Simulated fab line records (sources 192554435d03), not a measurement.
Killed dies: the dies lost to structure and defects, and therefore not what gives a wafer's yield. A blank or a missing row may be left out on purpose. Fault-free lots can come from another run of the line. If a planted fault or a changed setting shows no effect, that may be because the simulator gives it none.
fab line records    flow n5-finfet
[record] lots = 6  wafers = 18  last-day = 19
route steps=1938 shown GATE_CUT@468 BEOL_M4@1111 PASSIVATION@1936
lots that met no fault: from a run of the same line without faults
start-h: hours from the record's opening day to when the first of the lot's shown wafers began    wait-h: hours from the lot's prior step to this one    " identical to the entry in the row above    L1.1+2: a row that stands for several wafers    - no value present, or no start provided    * or withheld: withheld    < > ~ a bound
route shown NAME@n: a module of which the file shows steps, and the number in the route of the first    usual: average and standard deviation across the fault-free wafers    same: alike in all rows    chamber/n: place in a boat    sites: each site's reading    _std_site: the values' standard deviation    _edge_site: mean of outer sites minus mean of inner sites    radius-mm: how far each site lies from the wafer's centre    mask NAME#n: copy n    behind: the tool/chamber that last shaped the wafer    hold: the reason the lot was held/the length of the hold in hours/how it ended    device: which transistor (n, p or np) failed to switch    end of line: tests run on the same wafers once the route is complete    where a step has no rows: the recipe by itself    killed: dies that structure and defects cost at the first sort, which is not the same as the wafer's yield    map: a wafer's dies, marking killed ones x, the rest . and places with no die _
set.NAME: setting as actually run; set.NAME@STEP: the setting as run at that earlier step    model.NAME: the simulator's own value behind a step, which no gauge read
a table for each step, a row for each wafer; lots at some steps of the route
services: when a tool's chamber went out of use (start-h, in hours from the record's first day, below 0 if earlier), for how many hours, and the reason
[[steps]]
[step N5_GATE_CUT_VAPOR_ETCH_60]
[recipe] chemistry = BCl3/Cl2  target = HfO2  mode = isotropic
[usual] drypump-motor-current-A = 5.8/0.31  oes-product-au = 0.78/0.12
lot.wafer  tool          chamber  start-h  wait-h  drypump-motor-current-A  oes-product-au
L571.3     rie-metal-01  0        139.49   0.0     5.8                      0.62
L571.5     "             0        "        "       5.8                      0.62
L571.6     "             1        "        "       5.2                      0.81
L573.1     rie-metal-03  1        162.75   0.0     6.1                      0.59
L573.2     "             0        "        "       6.0                      0.88
L573.6     "             1        "        "       6.2                      0.59
L581.1     rie-metal-01  0        205.54   0.0     5.8                      0.61
L581.2     "             1        "        "       5.1                      0.79
L581.6     "             0        "        "       5.8                      0.61
L582.1     rie-metal-02  1        209.18   0.0     5.7                      0.88
L582.3     "             1        "        "       5.7                      0.88
L582.4     "             0        "        "       5.9                      0.77
L583.2     rie-metal-01  1        213.20   0.0     5.1                      0.79
L583.3     "             1        "        "       5.2                      0.79
L583.6     "             1        "        "       5.1                      0.80
L584.2     rie-metal-01  1        229.56   0.1     5.1                      0.79
L584.4     "             1        "        "       5.1                      0.79
L584.5     "             1        "        "       5.1                      0.79
[step N5_GATE_CUT_ETCH_58]
[recipe] chemistry = CH3F/O2  target = SiNx  target-depth-a = 170  time-s = 128.6  ion-energy-ev = 50  pressure-mtorr = 30  source-w = 415  bias-w = 21  Ar_flow_sccm = 150  CH3F_flow_sccm = 30  O2_flow_sccm = 20
[step N5_GATE_CUT_STRIP_59]
[recipe] chemistry = N2/H2  time-s = 20  power-w = 100  temp-c = 40  pressure-mtorr = 100  rf-frequency-hz = 6e+07  bias-power-w = 3  n2-flow-sccm = 300  h2-flow-sccm = 300
[usual] drypump-motor-current-A = 5.7/0.72  oes-product-au = 0.76/0.077  rf-vpp-V = 45.3/0.98  showerhead-plenum-p-Torr = 3.38/0.13  throttle-valve-pct = 12.31/0.21
lot.wafer  tool         chamber  start-h  wait-h  drypump-motor-current-A  oes-product-au  rf-hours-counter-h  rf-vpp-V  showerhead-plenum-p-Torr  throttle-valve-pct
L571.3     rie-diel-05  2        139.63   0.1     5.3                      0.72            198                 43.6      3.48                      12.30
L571.5     "            2        "        "       5.3                      0.72            -                   47.1      3.48                      12.29
L571.6     "            1        "        "       6.7                      0.75            -                   44.6      3.24                      12.31
L573.1     rie-diel-01  1        162.90   0.1     5.2                      0.68            221                 46.2      3.47                      12.29
L573.2     "            0        "        "       5.0                      0.79            153                 46.2      3.51                      12.43
L573.6     "            1        "        "       5.2                      0.69            -                   45.8      3.47                      12.29
L581.1     rie-diel-06  1        205.69   0.1     5.4                      0.73            190                 44.3      3.34                      12.34
L581.2     "            2        "        "       6.5                      0.92            9                   43.8      3.32                      11.79
L581.6     "            3        "        "       5.5                      0.73            -                   45.7      3.36                      12.40
L582.1     rie-diel-06  1        209.33   0.1     5.4                      0.73            191                 43.3      3.34                      12.33
L582.3     "            3        "        "       5.5                      0.74            180                 45.3      3.36                      12.40
L582.4     "            2        "        "       6.5                      0.91            9                   44.5      3.32                      11.76
L583.2     rie-diel-06  2        213.67   0.1     6.5                      0.91            11                  45.1      3.32                      11.77
L583.3     "            0        "        "       6.4                      0.82            77                  46.6      3.55                      11.92
L583.6     "            0        "        "       6.4                      0.83            -                   45.5      3.55                      11.95
L584.2     rie-diel-05  3        229.73   0.1     5.0                      0.89            36                  44.9      3.59                      12.12
L584.4     "            2        "        "       5.3                      0.69            221                 47.6      3.47                      12.37
L584.5     "            0        "        "       6.7                      0.68            -                   44.5      3.18                      12.66
[step N5_GATE_CUT_PRECLEAN_31]
[recipe] temp-c = 23  chemistry = DIW  time-s = 300
[step N5_GATE_CUT_SRD_32]
[recipe] time-s = 30  temp-c = 23  rinse-liquid = diw  dry = ipa-marangoni
[step N5_GATE_CUT_SAC_CAP_01]
[recipe] material = SiNx  target-thk-a = 240  temp-c = 400  ald-precursor-family = SiH2I2  ald-co-reactant = N2/H2-plasma  pulse-time-s = 1  ald-cycles = 480  purge-time-s = 2  co-reactant-purge-time-s = 2  pressure-torr = 2
[usual] heater-power-w = 834/91  precursor-pulse-height-rel = 1.002/0.019
[same] pulse-time-s = 1
lot.wafer  tool        chamber  start-h  wait-h  heater-power-w  precursor-pulse-height-rel
L571.3     ald-sin-04  3        139.85   0.0     894             1.027
L571.5     "           3        140.93   1.1     926             1.034
L571.6     "           2        "        "       952             0.984
L573.1     ald-sin-03  2        163.12   0.0     683             1.037
L573.2     "           3        "        "       819             0.974
L573.6     "           2        164.21   1.1     688             1.001
L581.1     ald-sin-04  0        205.92   0.0     789             0.986
L581.2     "           1        "        "       794             1.033
L581.6     "           1        207.00   1.1     810             1.015
L582.1     ald-sin-04  1        209.66   0.1     799             1.006
L582.3     "           3        "        "       935             0.994
L582.4     "           2        "        "       960             1.026
L583.2     ald-sin-04  0        213.89   0.0     781             1.004
L583.3     "           1        "        "       800             0.990
L583.6     "           0        214.98   1.1     795             1.016
L584.2     ald-sin-02  2        229.95   0.0     965             1.005
L584.4     "           2        231.04   1.1     961             0.996
L584.5     "           0        "        "       888             1.018
[step N5_GATE_CUT_PECVD_57]
[recipe] material = SiNx  target-thk-a = 210  temp-c = 400  precursor = SiH4/NH3/N2  pressure-torr = 1.5  rf-w = 300
[usual] heater-power-w = 828/130  showerhead-plenum-p-Torr = 5.12/0.076  throttle-valve-pct = 40.9/2.1
lot.wafer  tool      chamber  start-h  wait-h  heater-power-w  showerhead-plenum-p-Torr  throttle-valve-pct
L571.3     pecvd-01  2        142.04   1.1     1106            4.99                      37.0
L571.5     "         1        "        "       700             5.17                      41.5
L571.6     "         0        "        "       810             5.27                      45.4
L573.1     pecvd-01  1        165.32   1.1     704             5.16                      41.5
L573.2     "         0        "        "       741             5.27                      45.3
L573.6     "         2        "        "       1167            4.98                      37.1
L581.1     pecvd-03  2        208.11   1.1     747             5.12                      40.7
L581.2     "         0        "        "       764             5.21                      42.2
L581.6     "         2        "        "       744             5.11                      40.5
L582.1     pecvd-02  1        211.86   1.1     654             5.11                      40.8
L582.3     "         2        "        "       969             5.04                      39.1
L582.4     "         0        "        "       735             5.10                      41.7
L583.2     pecvd-02  1        216.08   1.1     660             5.10                      40.7
L583.3     "         0        "        "       747             5.11                      41.6
L583.6     "         0        "        "       740             5.10                      41.7
L584.2     pecvd-02  1        232.15   1.1     759             5.09                      41.0
L584.4     "         1        "        "       725             5.09                      40.7
L584.5     "         2        "        "       921             5.06                      39.2
[step N5_GATE_CUT_CMP_02]
[recipe] stop-on = SiO2  t-overpolish-s = 12.7  post-cmp-clean = alkaline-brush  down-force-psi = 2.5  platen-rpm = 51.8  pad-velocity-m-s = 1.0307  target-thk-nm = 0
[usual] motor-current-A = 9.3/0.97  overpolish-run-s = 12.700/0.0088  time-to-endpoint-s = 25.4/2.3
lot.wafer  tool    chamber  start-h  wait-h  motor-current-A  overpolish-run-s  time-to-endpoint-s
L571.3     cmp-04  1        142.15   0.1     8.8              12.701            23.7
L571.5     "       0        "        "       8.2              12.697            21.2
L571.6     "       1        "        "       8.8              12.696            22.4
L573.1     cmp-01  1        165.39   0.1     10.2             12.691            23.7
L573.2     "       0        "        "       8.7              12.711            25.7
L573.6     "       1        "        "       10.8             12.700            23.7
L581.1     cmp-04  3        208.26   0.1     7.8              12.699            27.1
L581.2     "       0        "        "       8.2              12.700            27.0
L581.6     "       2        "        "       10.8             12.689            31.8
L582.1     cmp-03  2        212.22   0.3     9.6              12.711            23.6
L582.3     "       0        "        "       8.8              12.702            27.2
L582.4     "       1        "        "       9.7              12.722            22.1
L583.2     cmp-03  1        216.32   0.2     10.3             12.700            22.7
L583.3     "       0        "        "       8.6              12.693            27.6
L583.6     "       2        "        "       9.9              12.705            25.8
L584.4     cmp-03  2        232.28   0.1     9.5              12.707            24.5
L584.2     "       0        "        "       8.4              12.696            28.2
L584.5     "       2        "        "       9.5              12.704            23.6
[step N5_GATE_CUT_HM_DEP_46]
[recipe] material = SiO2  target-thk-a = 1300  temp-c = 400  precursor = TEOS/O2  pressure-torr = 6.5  rf-w = 900  teos-flow-sccm = 161.4  gas = O2  flow-sccm = 2650  time-s = 26.6
[step N5_GATE_CUT_COAT_34]
[recipe] resist = SOC  temp-c = 250  time-s = 60  spin-rpm = 1500  resist-thk-nm = 60
[step N5_GATE_CUT_COAT_35]
[recipe] resist = SiARC  temp-c = 220  time-s = 60  spin-rpm = 1500  resist-thk-nm = 10
[step N5_GATE_CUT_COAT_27]
[recipe] resist = underlayer  temp-c = 205  time-s = 60  spin-rpm = 1500  resist-thk-nm = 10
[usual] heater-power-total-W = 391.8/1.3  plate-temp-C = 205.00/0.15
lot.wafer  tool            chamber  start-h  wait-h  heater-power-total-W  plate-temp-C
L571.3     litho-track-05  0        142.52   -       391.1                 205.20
L571.5     "               0        "        "       394.0                 204.88
L571.6     "               0        "        "       389.8                 205.12
L573.1     litho-track-03  0        165.79   -       391.1                 204.73
L573.2     "               0        "        "       392.6                 204.94
L573.6     "               0        "        "       389.5                 205.16
L581.1     litho-track-03  0        208.59   -       386.2                 203.19
L581.2     "               0        "        "       388.0                 203.17
L581.6     "               0        "        "       388.3                 203.09
L582.1     litho-track-03  0        212.62   -       388.8                 203.06
L582.3     "               0        "        "       389.7                 203.27
L582.4     "               0        "        "       388.4                 203.02
L583.2     litho-track-04  0        216.74   -       391.9                 205.26
L583.3     "               0        "        "       391.0                 205.12
L583.6     "               0        "        "       391.1                 205.01
L584.2     litho-track-05  0        232.65   -       393.6                 205.01
L584.4     "               0        "        "       393.3                 204.89
L584.5     "               0        "        "       393.4                 204.74
[step N5_GATE_CUT_COAT_07]
[recipe] resist = CAR-EUV  spin-rpm = 1500  resist-thk-nm = 30
[step N5_BEOL_M4_RC_MEAS_101]
[usual] DIBL_N = 36.3/1.9  DIBL_P = 36.0/2.1  IOFF_N = 0.16/0.031  IOFF_P = 0.21/0.035  ION_N = 675/14  ION_P = 464/8.5  SS_N = 71.5/0.6  SS_P = 73.3/0.72  VT_N = 250/3.2  VT_P = -250/3.1
lot.wafer  tool       chamber  start-h  wait-h  DIBL_N[mV/V]  DIBL_P[mV/V]  IOFF_N[nA/um]  IOFF_P[nA/um]  ION_N[uA/um]  ION_P[uA/um]  SS_N[mV/dec]  SS_P[mV/dec]  VT_N[mV]  VT_P[mV]
L571.3     prober-01  0        214.58   0.3     33.5          33.2          0.12           0.16           679           461           71.3          72.8          252       -255
L571.5     "          0        "        "       33.7          33.7          0.12           0.17           674           462           70.4          72.7          253       -253
L571.6     "          0        "        "       33.7          33.7          0.13           0.17           689           470           71.6          72.6          252       -253
L582.1     prober-02  0        287.96   0.0     37.7          37.4          0.16           0.23           674           466           72.3          74.0          249       -251
L582.3     "          0        "        "       37.1          36.2          0.15           0.22           668           462           71.5          72.7          251       -248
L582.4     "          0        "        "       36.4          35.2          0.14           0.20           658           456           72.2          72.9          252       -251
L581.1     prober-01  0        289.37   0.0     38.2          40.3          0.19           0.22           681           458           71.8          74.0          248       -253
L581.2     "          0        "        "       36.4          38.6          0.17           0.20           702           473           72.0          73.6          248       -253
L581.6     "          0        "        "       36.3          37.3          0.16           0.18           688           464           71.4          73.4          247       -255
L583.2     prober-02  0        324.74   0.2     35.5          35.9          0.15           0.22           698           483           71.4          73.2          249       -250
L583.3     "          0        "        "       33.4          33.9          0.11           0.20           652           462           71.5          71.7          255       -248
L583.6     "          0        "        "       34.1          34.3          0.13           0.20           683           478           72.3          72.5          253       -250
L573.1     prober-01  0        326.65   0.0     35.8          34.8          0.16           0.22           689           470           71.8          72.6          247       -246
L573.2     "          0        "        "       35.5          34.5          0.15           0.20           668           456           72.2          72.9          249       -249
L573.6     "          0        "        "       36.1          37.3          0.18           0.26           683           474           71.6          72.8          247       -248
L584.2     prober-01  0        340.83   0.2     36.4          36.4          0.14           0.21           650           452           71.2          72.6          254       -250
L584.4     "          0        "        "       35.2          35.1          0.14           0.19           665           461           71.4          72.9          250       -254
L584.5     "          0        "        "       36.7          37.6          0.17           0.22           663           457           71.0          73.8          252       -250
[step N5_PASSIVATION_PROBE_49]
[usual] defect-limited-yield = 91.0/1.5  killed_at_M0_to_M3 = 32/9.6  killed_at_M4_up = 13/4.7  killed-at-contacts = 13/7.2  killed-at-front-end = 44/13  killed-at-other = 4/3.4  killed-dies = 106/18  killed-on-rim = 14/4.2  killed-open = 70/13  killed-short = 35/8  sort_bin_5_function = 5.3/0.97  sort_bin_6_memory = 3.4/0.73  sort-n-pass = 1074/18  sort-yield-pct = 91.0/1.5
[same] gross-dies = 1180  killed-at-back-side = 0  sort_bin_4_leakage[%] = 0  sort_bin_8_speed[%] = 0
lot.wafer  tool       chamber  start-h  wait-h  defect-limited-yield[%]  killed_at_M0_to_M3  killed_at_M4_up  killed-at-contacts  killed-at-front-end  killed-at-other  killed-dies  killed-on-rim  killed-open  killed-short  sort_bin_5_function[%]  sort_bin_6_memory[%]  sort-n-pass  sort-yield-pct[%]
L571.3     prober-02  -        296.33   0.4     91.3                     36                  14               17                  32                   4                103          19             68           33            5.8                     2.6                   1077         91.3
L571.5     prober-02  -        296.43   0.5     92.4                     25                  14               10                  40                   1                90           15             61           29            3.9                     3.3                   1090         92.4
L571.6     prober-02  -        296.48   0.5     92.1                     33                  6                13                  40                   1                93           14             59           30            4.4                     2.7                   1087         92.1
L582.1     prober-02  -        392.67   0.0     89.2                     44                  15               15                  49                   4                127          22             81           44            6.9                     3.6                   1053         89.2
L582.3     prober-02  -        392.77   0.1     90.4                     31                  9                10                  58                   5                113          19             56           56            5.3                     3.7                   1067         90.4
L582.4     prober-02  -        392.82   0.2     90.8                     27                  16               4                   58                   4                109          14             75           29            5.2                     3.7                   1071         90.8
L581.1     prober-01  -        396.06   0.0     89.5                     28                  17               10                  62                   7                124          12             90           33            7.0                     3.4                   1056         89.5
L581.2     prober-01  -        396.11   0.1     91.3                     32                  20               14                  29                   8                103          15             68           34            4.8                     3.3                   1077         91.3
L581.6     prober-01  -        396.31   0.3     89.2                     32                  19               18                  46                   12               127          17             87           40            5.8                     4.7                   1053         89.2
L583.2     prober-01  -        432.59   0.1     92.4                     25                  8                8                   44                   5                90           13             65           25            4.7                     2.5                   1090         92.4
L583.3     prober-01  -        432.64   0.1     90.4                     34                  17               9                   50                   3                113          14             73           36            5.6                     3.6                   1067         90.4
L583.6     prober-01  -        432.79   0.3     93.1                     17                  18               13                  30                   4                82           13             55           27            4.3                     2.4                   1098         93.1
L573.1     prober-02  -        442.10   0.0     89.2                     38                  15               22                  51                   1                127          13             79           40            6.3                     3.5                   1053         89.2
L573.2     prober-02  -        442.15   0.1     91.5                     24                  15               19                  40                   2                100          16             66           26            4.2                     3.6                   1080         91.5
L573.6     prober-02  -        442.35   0.3     88.5                     29                  29               28                  45                   5                136          25             98           32            7.5                     3.3                   1044         88.5
L584.2     prober-01  -        446.53   0.1     92.7                     20                  18               3                   38                   7                86           17             47           39            4.2                     2.6                   1094         92.7
L584.4     prober-01  -        446.63   0.2     91.0                     28                  7                21                  43                   7                106          13             77           29            4.7                     4.1                   1074         91.0
L584.5     prober-01  -        446.68   0.2     94.2                     21                  8                9                   29                   2                69           6              45           24            3.4                     1.9                   1111         94.2
// killed by level:class
L571.3 MOL_CONTACT_COAG:geometric-particle:open=16 BEOL_M0_SAQP:geometric-particle:short=11 FIN_SAQP:geometric-particle:open=9 FIN_SAQP:geometric-particle:short=9 BEOL_M4:geometric-particle:open=9 BEOL_M0_SAQP:geometric-particle:open=8 BEOL_M3:geometric-particle:open=8 BEOL_M1:geometric-particle:open=5
L571.5 DUMMY_GATE:geometric-particle:open=8 FIN_SAQP:geometric-particle:open=7 FIN_SAQP:geometric-particle:short=7 MOL_CONTACT_COAG:geometric-particle:open=7 STARTING-WAFER:geometric-particle:open=6 BEOL_M4:geometric-particle:open=5 BEOL_M0_SAQP:geometric-particle:open=4 BEOL_M0_SAQP:geometric-particle:short=4
L571.6 MOL_CONTACT_COAG:geometric-particle:open=12 FIN_SAQP:geometric-particle:open=7 STI_FIN_REVEAL:geometric-particle:open=7 BEOL_M3:geometric-particle:open=7 FIN_SAQP:geometric-particle:short=6 BEOL_M2:geometric-particle:open=6 BEOL_M1:geometric-particle:open=5 BEOL_M0_SAQP:geometric-particle:short=4
L582.1 STI_FIN_REVEAL:geometric-particle:open=17 BEOL_M0_SAQP:geometric-particle:short=13 BEOL_M4:geometric-particle:open=12 MOL_CONTACT_COAG:geometric-particle:open=11 BEOL_M0_SAQP:geometric-particle:open=11 BEOL_M1:geometric-particle:open=10 FIN_SAQP:geometric-particle:short=6 STARTING-WAFER:geometric-particle:short=6
L582.3 FIN_SAQP:geometric-particle:short=23 STI_FIN_REVEAL:geometric-particle:open=11 BEOL_M0_SAQP:geometric-particle:short=11 FIN_SAQP:geometric-particle:open=8 MOL_CONTACT_COAG:geometric-particle:open=7 BEOL_M0_SAQP:geometric-particle:open=6 BEOL_M4:geometric-particle:open=5 BEOL_M1:geometric-particle:open=5
L582.4 STI_FIN_REVEAL:geometric-particle:open=18 FIN_SAQP:geometric-particle:short=11 FIN_SAQP:geometric-particle:open=10 BEOL_M0_SAQP:geometric-particle:open=7 BEOL_M3:geometric-particle:open=6 BEOL_M4:geometric-particle:open=6 BEOL_M0_SAQP:geometric-particle:short=5 BEOL_M2:geometric-particle:open=5
L581.1 FIN_SAQP:geometric-particle:open=22 STI_FIN_REVEAL:geometric-particle:open=12 FIN_SAQP:geometric-particle:short=10 MOL_CONTACT_COAG:geometric-particle:open=9 BEOL_M4:geometric-particle:open=7 BEOL_M1:geometric-particle:open=6 BEOL_M0:geometric-particle:open=6 BEOL_M3:geometric-particle:open=5
L581.2 BEOL_M4:geometric-particle:open=11 FIN_SAQP:geometric-particle:short=10 MOL_CONTACT_COAG:geometric-particle:open=10 BEOL_M0_SAQP:geometric-particle:open=8 FIN_SAQP:geometric-particle:open=6 BEOL_M2:geometric-particle:open=6 BEOL_M3:geometric-particle:open=6 BEOL_M1:geometric-particle:open=5
L581.6 MOL_CONTACT_COAG:geometric-particle:open=15 FIN_SAQP:geometric-particle:open=12 BEOL_M2:geometric-particle:open=9 BEOL_M4:geometric-particle:open=8 STI_FIN_REVEAL:geometric-particle:open=7 FIN_SAQP:geometric-particle:short=6 BEOL_M1:geometric-particle:open=6 STARTING-WAFER:geometric-particle:open=6
L583.2 FIN_SAQP:geometric-particle:short=11 STI_FIN_REVEAL:geometric-particle:open=11 FIN_SAQP:geometric-particle:open=9 BEOL_M0_SAQP:geometric-particle:open=9 MOL_CONTACT_COAG:geometric-particle:open=7 DUMMY_GATE:geometric-particle:open=6 BEOL_M2:geometric-particle:open=5 BEOL_M1:geometric-particle:open=4
L583.3 STI_FIN_REVEAL:geometric-particle:open=12 MOL_CONTACT_COAG:geometric-particle:open=9 BEOL_M0_SAQP:geometric-particle:short=9 FIN_SAQP:geometric-particle:open=8 FIN_SAQP:geometric-particle:short=8 BEOL_M1:geometric-particle:open=8 BEOL_M0_SAQP:geometric-particle:open=7 BEOL_M4:geometric-particle:open=6
L583.6 BEOL_M4:geometric-particle:open=10 MOL_CONTACT_COAG:geometric-particle:open=9 FIN_SAQP:geometric-particle:short=6 BEOL_M1:geometric-particle:open=6 MOL_CONTACT_COAG:geometric-particle:short=4 STI_FIN_REVEAL:geometric-particle:open=3 DUMMY_GATE:geometric-particle:open=3 ILD0:geometric-particle:short=3
L573.1 FIN_SAQP:geometric-particle:open=17 MOL_CONTACT_COAG:geometric-particle:open=16 FIN_SAQP:geometric-particle:short=12 BEOL_M0_SAQP:geometric-particle:open=10 BEOL_M4:geometric-particle:open=10 BEOL_M0_SAQP:geometric-particle:short=7 MOL_CONTACT_COAG:geometric-particle:short=6 BEOL_M1:geometric-particle:open=6
L573.2 FIN_SAQP:geometric-particle:open=15 MOL_CONTACT_COAG:geometric-particle:open=14 BEOL_M4:geometric-particle:open=10 HKMG_FIN:area-etch=7 BEOL_M0_SAQP:geometric-particle:short=6 MOL_CONTACT_COAG:geometric-particle:short=5 BEOL_M0_SAQP:geometric-particle:open=5 FIN_SAQP:geometric-particle:short=4
L573.6 MOL_CONTACT_COAG:geometric-particle:open=22 BEOL_M4:geometric-particle:open=18 FIN_SAQP:geometric-particle:open=10 DUMMY_GATE:geometric-particle:open=9 BEOL_M0_SAQP:geometric-particle:short=9 BEOL_M1:geometric-particle:open=7 MOL_CONTACT_COAG:geometric-particle:short=6 HKMG_FIN:area-etch=6
L584.2 FIN_SAQP:geometric-particle:short=12 FIN_SAQP:geometric-particle:open=8 STI_FIN_REVEAL:geometric-particle:open=5 BEOL_M4:geometric-particle:open=5 GATE_CUT:geometric-particle:short=4 BEOL_M0_SAQP:geometric-particle:short=4 BEOL_M6:geometric-particle:open=4 BEOL_M0:geometric-particle:open=3
L584.4 MOL_CONTACT_COAG:geometric-particle:open=19 BEOL_M3:geometric-particle:open=10 STI_FIN_REVEAL:geometric-particle:open=9 DUMMY_GATE:geometric-particle:open=7 FIN_SAQP:geometric-particle:open=6 GATE_CUT:geometric-particle:short=5 BEOL_M2:geometric-particle:open=5 STARTING-WAFER:geometric-particle:open=5
L584.5 MOL_CONTACT_COAG:geometric-particle:open=9 BEOL_M3:geometric-particle:open=8 STI_FIN_REVEAL:geometric-particle:open=6 GATE_CUT:geometric-particle:short=6 DUMMY_GATE:geometric-particle:open=4 FIN_SAQP:geometric-particle:short=3 STI_FIN_REVEAL:geometric-particle:short=3 BEOL_M0_SAQP:geometric-particle:open=3
[[services]]
tool          chamber  start-h  hours  kind
rie-metal-01  -        127.81   0.4    repair
rie-metal-01  1        141.82   15.0   repair
rie-metal-02  -        144.10   1.1    repair
cmp-03        -        153.60   5.6    pm
pecvd-02      -        153.90   0.6    repair
cmp-01        -        156.94   4.0    pm
pecvd-01      -        157.17   2.1    repair
ald-sin-03    -        157.30   0.3    repair
ald-sin-02    1        160.35   15.6   repair
rie-metal-02  -        165.01   0.2    repair
rie-diel-05   2        167.42   14.2   repair
rie-diel-06   -        168.33   28.1   pm
ald-sin-04    3        173.31   5.0    repair
ald-sin-02    -        176.75   14.0   pm
cmp-04        -        179.71   17.3   pm
cmp-01        -        180.89   3.8    repair
pecvd-02      -        191.55   2.8    pm
rie-metal-03  1        192.54   5.3    repair
rie-metal-03  -        204.44   0.5    repair
rie-metal-02  -        205.98   2.8    pm
cmp-04        -        208.65   19.4   repair
ald-sin-03    3        213.18   5.4    repair
cmp-01        -        224.40   0.8    repair
ald-sin-02    1        227.41   8.0    repair
[[key]]
[first-sign] step = N5_GATE_CUT_COAT_27  reading = plate-temp-C  direction = down  sigmas = 12  usual = *  struck = *
[effect] step = N5_GATE_CUT_COAT_27  reading = heater-power-total-W  direction = down  sigmas = 2.8  usual = *  struck = *
met-at N5_GATE_CUT_COAT_27
struck-wafers L581.1,L581.2,L581.6,L582.1,L582.3,L582.4
onset-between 165.79 208.59
[fault] kind = process-parameter-drift  tool = litho-track-03  chamber = -  onset-h = 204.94  steps = N5_GATE_CUT_COAT_27  channel = temp-c  offset = *  shape = step  acts-in = *  stated = *
